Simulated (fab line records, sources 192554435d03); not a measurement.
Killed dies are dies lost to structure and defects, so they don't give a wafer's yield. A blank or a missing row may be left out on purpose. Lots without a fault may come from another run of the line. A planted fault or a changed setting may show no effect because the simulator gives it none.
Which tool did it? | flow n5_finfet | 11 lots, 31 wafers sampled, at 2 steps of a route of 1938

WHAT THE GAUGES READ, wafer by wafer
N5_BEOL_M15_THK_MEAS_01.
lot  | measured     | on            | M15_ILD_THK (nm)
L291 | day 11 18:02 | film_metro-02 | 1605 1614 1647
L293 | day 12 06:28 | film_metro-02 | 1607 1624 1646
L292 | day 12 06:47 | film_metro-01 | 1658 1627 1640
L302 | day 14 19:36 | film_metro-02 | 1603 1604
L300 | day 14 19:58 | film_metro-01 | 1553 1609
L303 | day 15 02:35 | film_metro-01 | 1593 1631 1623
L305 | day 15 13:43 | film_metro-02 | 1638 1624 1640
L304 | day 15 21:40 | film_metro-02 | 1610 1588 1634
L307 | day 16 11:19 | film_metro-01 | 1573 1621 1601
L309 | day 17 02:43 | film_metro-02 | 1585 1616 1645
L311 | day 17 12:03 | film_metro-01 | 1633 1636 1641

N5_BEOL_M15_INSPECT_12: inspects for defects (macro).
lot  | measured     | on                | raw_defect_count
L291 | day 11 18:24 | defect_inspect-01 | 3 0 5
L293 | day 12 06:57 | defect_inspect-01 | 3 2 1
L292 | day 12 07:09 | defect_inspect-02 | 3 2 2
L302 | day 14 19:58 | defect_inspect-02 | 2 0
L300 | day 14 20:19 | defect_inspect-01 | 4 2
L303 | day 15 02:57 | defect_inspect-01 | 2 3 3
L305 | day 15 14:04 | defect_inspect-02 | 4 0 0
L304 | day 15 22:01 | defect_inspect-02 | 2 2 0
L307 | day 16 11:41 | defect_inspect-02 | 1 0 3
L309 | day 17 03:05 | defect_inspect-02 | 4 1 5
L311 | day 17 12:25 | defect_inspect-01 | 1 3 0

WHICH TOOL RAN EACH LOT (tool, then ch and the chambers of the sampled wafers, then the start)
The record holds no process step before these readings.

WHAT THE TOOLS THEMSELVES READ (means of the sampled wafers that have a number; where no wafer has one, the mark that the record gives instead)
The record holds no such reading with a usual standard deviation.

THE ANSWER, worked out from the rows above alone
Rule: what is usual is taken from the lots themselves. Put in order of their means at a reading, lots are off if they are a third of the lots or fewer, leave a main group of 4 or more, and stand apart from it by a gap of 3 or more times the standard deviation of the main group's means; of several such gaps the widest counts. A main group whose means are all the same, to the digits that the tables above print for the reading, isn't used. A lot without any number at a reading at which 4 lots or more have one is off too. The other lots that the step has rows for count as sound. The gauges are gone through in route order, then the tools' own readings, and for those a lot's mean is taken as printed above. The first step at which some lot is off is used, and at that step the reading that is off furthest; a lot without a number counts as furthest.
No lot is off at any reading shown: from this, nothing can be told.

WHAT THE SIMULATOR HAD PUT IN
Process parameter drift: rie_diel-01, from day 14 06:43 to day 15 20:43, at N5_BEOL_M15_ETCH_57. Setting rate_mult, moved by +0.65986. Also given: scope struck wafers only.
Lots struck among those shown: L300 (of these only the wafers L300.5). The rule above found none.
